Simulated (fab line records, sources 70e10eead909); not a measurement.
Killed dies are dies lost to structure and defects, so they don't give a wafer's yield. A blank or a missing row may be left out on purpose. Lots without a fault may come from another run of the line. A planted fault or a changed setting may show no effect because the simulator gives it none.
Chamber matching | flow nand_harc | NHARC_A_WL_FILL_ALD_19 on ald_metal-02: 4 sister chambers
The step deposits TiN, target thk 2 nm, pulse time 3 s, ald cycles 100. 8 wafers are shown with their chamber, then 7 later ones without.

WAFERS WITH THEIR CHAMBER
wafer  | chamber | heater_power_w (W) | precursor_pulse_height_rel
L078.6 | 0       | 946                | 1.010
L082.1 | 0       | 966                | 0.985
L082.4 | 2       | 1305               | 0.996
L080.3 | 3       | 1056               | 0.991
L080.4 | 1       | 1329               | 1.027
L080.6 | 2       | 1321               | 1.030
L085.3 | 1       | 1309               | 0.995
L085.5 | 3       | 1045               | 0.986

WAFERS WITHOUT THEIR CHAMBER
wafer  | heater_power_w (W) | precursor_pulse_height_rel
L085.6 | 1304               | 0.994
L092.1 | 1336               | 1.041
L092.5 | 1308               | 1.006
L092.6 | 1306               | 0.979
L097.2 | 1362               | 1.027
L097.3 | 1309               | 1.001
L097.4 | 987                | 1.007

WHICH CHAMBER EACH WENT THROUGH
wafer  | from the rows above     | in truth
L085.6 | can't be placed: 2 or 1 | 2
L092.1 | can't be placed: 1 or 2 | 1
L092.5 | can't be placed: 2 or 1 | 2
L092.6 | can't be placed: 2 or 1 | 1
L097.2 | can't be placed: 1 or 2 | 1
L097.3 | can't be placed: 2 or 1 | 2
L097.4 | 0                       | 0
Placed correctly: 1 of 7. Can't be placed from these rows: 6 (the true chamber is among the candidates in 6). Placed wrongly: 0.
How it was worked out, from the rows above alone: a wafer's distance from a chamber is the root of the sum, over the readings, of the square of ((its reading less the chamber's mean) divided by the reading's scatter). The wafer belongs to the nearest chamber; if the next one is less than 2 further off, it can't be placed. A chamber's mean is the mean of its shown wafers. The scatter: the root of (the sum of the squares of (reading less its chamber's mean) over the shown wafers, divided by (wafers less chambers)).
